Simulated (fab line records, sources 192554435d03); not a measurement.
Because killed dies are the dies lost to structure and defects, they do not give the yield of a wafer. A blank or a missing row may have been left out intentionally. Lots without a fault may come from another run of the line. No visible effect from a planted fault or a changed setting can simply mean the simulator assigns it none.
Comparing a struck lot with a sound one + flow n5-finfet + 20 steps out of a route of 1938
Sound: the wafers L561.1, L561.3, L561.4. Struck: wafer L569.1. (L569.3, L569.6 of the same lot were not struck and are left out.) The cause comes at the end.
For every step that has rows: the tool of each side, followed by ch and its chambers, followed by its first start. Under that, the readings that differ: sound wafers + struck wafers + difference of the means + sigmas: that difference in standard deviations of wafers without a fault.
alike: a reading whose means differ by less than 2 such deviations, as well as words and numbers matching on both sides. not compared: withheld readings; readings where some wafer has no value; bounds like >300 that might hide an equal value; numbers whose values overlap and for which the record gives no deviation.
Wherever a step has rows on one side only, a row that says differs or no value, or a row with sigmas, the two part there. When numbers do not overlap yet have no deviation, they are printed without sigmas and do not part them. Lack of a reading on every wafer of one side parts them only where that side has two or more wafers.

first, 3 steps without rows for these wafers: N5_BEOL_M13_ETCH_67 (etches SiARC in CF4, target depth 143 nm, time 238.3 s); N5_BEOL_M13_ETCH_68 (etches SOC in N2/H2, time 355 s); N5_BEOL_M13_STRIP_69 (strips in N2/H2).
N5_BEOL_M13_TRENCH_ETCH_34: etches SiOC in C4F8/O2/Ar, target depth 413.47 nm, time 162.6 s.
  sound on rie-diel-03 ch 0,1,3, day 12 14:44; struck on rie-diel-03 ch 2, day 14 13:19
  alike: drypump-motor-current-A, oes-product-au, rf-vpp-V, showerhead-plenum-p-Torr, throttle-valve-pct
  not compared: rf-hours-counter-h
then, 1 step without rows for these wafers: N5_BEOL_M13_STRIP_70 (strips in C4F8/O2/Ar).
N5_BEOL_M13_OCD_MEAS_35:
  sound: ocd-02 at day 12 14:55; struck: ocd-02 at day 14 13:29
  alike: trench-depth-nm
then, 4 steps without rows for these wafers: N5_BEOL_M13_STRIP_37 (strips in N2/H2); N5_BEOL_M13_ETCH_38 (etches SiCN in CF4/N2, target depth 67.5 nm, time 71.9 s); N5_BEOL_M13_PRECLEAN_39 (cleans in residue remover, time 60 s); N5_BEOL_M13_SRD_40 (time 30 s, dry time 30 s).
N5_BEOL_M13_DEGAS_41: time 60 s.
  sound: pvd-sputter-03 at day 12 18:46; struck: pvd-sputter-03 at day 14 16:29
  alike: heater-power-w
then, 1 step without rows for these wafers: N5_BEOL_M13_PRE_CLEAN_42 (time 30 s).
N5_BEOL_M13_SPUTTER_43: material TaN, target thk 15 nm, time 24.19 s.
  sound: pvd-sputter-03 at day 12 18:50; struck: pvd-sputter-03 at day 14 16:34
| reading                                      | sound             | struck | difference | sigmas      |
|----------------------------------------------|-------------------|--------|------------|-------------|
| cathode-dc-power-W (W)                       | 14997 14999 15003 | 12113  | -2887      | -99 or more |
| model.TaN_of_BEOL_M13_SPUTTER_43.thk-nm (nm) | 14.8 15 15        | 11.8   | -3.1       |             |
  alike: throttle-valve-pct
N5_BEOL_M13_SPUTTER_44: material Ta, target thk 10 nm, time 16.13 s.
  sound: pvd-sputter-03 at day 12 18:55; struck: pvd-sputter-03 at day 14 16:39
  alike: cathode-dc-power-W, throttle-valve-pct
N5_BEOL_M13_SPUTTER_45: material Cu, target thk 80 nm, time 13.33 s.
  sound: pvd-sputter-03 at day 12 19:00; struck: pvd-sputter-03 at day 14 16:44
  alike: cathode-dc-power-W, throttle-valve-pct
then, 1 step without rows for these wafers: N5_BEOL_M13_ECD_47 (material Cu, target thk 936 nm).
N5_BEOL_M13_ANNEAL_48: time 90 s.
  sound on rtp-anneal-02 ch 0, day 12 19:17; struck on rtp-anneal-02 ch 0, day 14 17:01
  alike: wafer_temp_C_max
N5_BEOL_M13_CMP_49: polishes, stops on SiOC, t overpolish 17.1 s, target thk 420 nm.
  sound on cmp-02 ch 1,2,3, day 12 19:37; struck on cmp-04 ch 3, day 14 17:19
| reading                      | sound          | struck | difference | sigmas |
|------------------------------|----------------|--------|------------|--------|
| barrier-field-endpoint-s (s) | 28.9 30.1 30.2 | 26.6   | -3.1       | -4     |
  alike: clearing-platen-rpm, edge-zone-pressure-frac, motor-current-A, platen-rpm, retaining-ring-pressure-frac
N5_BEOL_M13_THK_MEAS_50: measures by xrf.
  sound: film-metro-01 at day 12 19:52; struck: film-metro-01 at day 14 17:36
  alike: M13_THK
N5_PASSIVATION_PROBE_49:
  sound: prober-01 at day 14 03:11; struck: prober-02 at day 15 21:41
| reading         | sound | struck | difference | sigmas |
|-----------------|-------|--------|------------|--------|
| killed-at-other | 5 6 3 | 11     | +6         | +2     |
  alike: defect-limited-yield, killed_at_M0_to_M3, killed_at_M4_up, killed-at-contacts, killed-at-front-end, killed-dies, killed-open, killed-short, sort_bin_4_leakage, sort_bin_5_function, sort_bin_6_memory, sort-n-pass, sort-yield-pct

## WHERE THEY PART
First at N5_BEOL_M13_SPUTTER_43; last, within this record, at N5_PASSIVATION_PROBE_49.

WHY: what had been put in by the simulator
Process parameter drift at N5_BEOL_M13_SPUTTER_43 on pvd-sputter-03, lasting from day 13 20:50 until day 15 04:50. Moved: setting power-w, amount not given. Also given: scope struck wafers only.
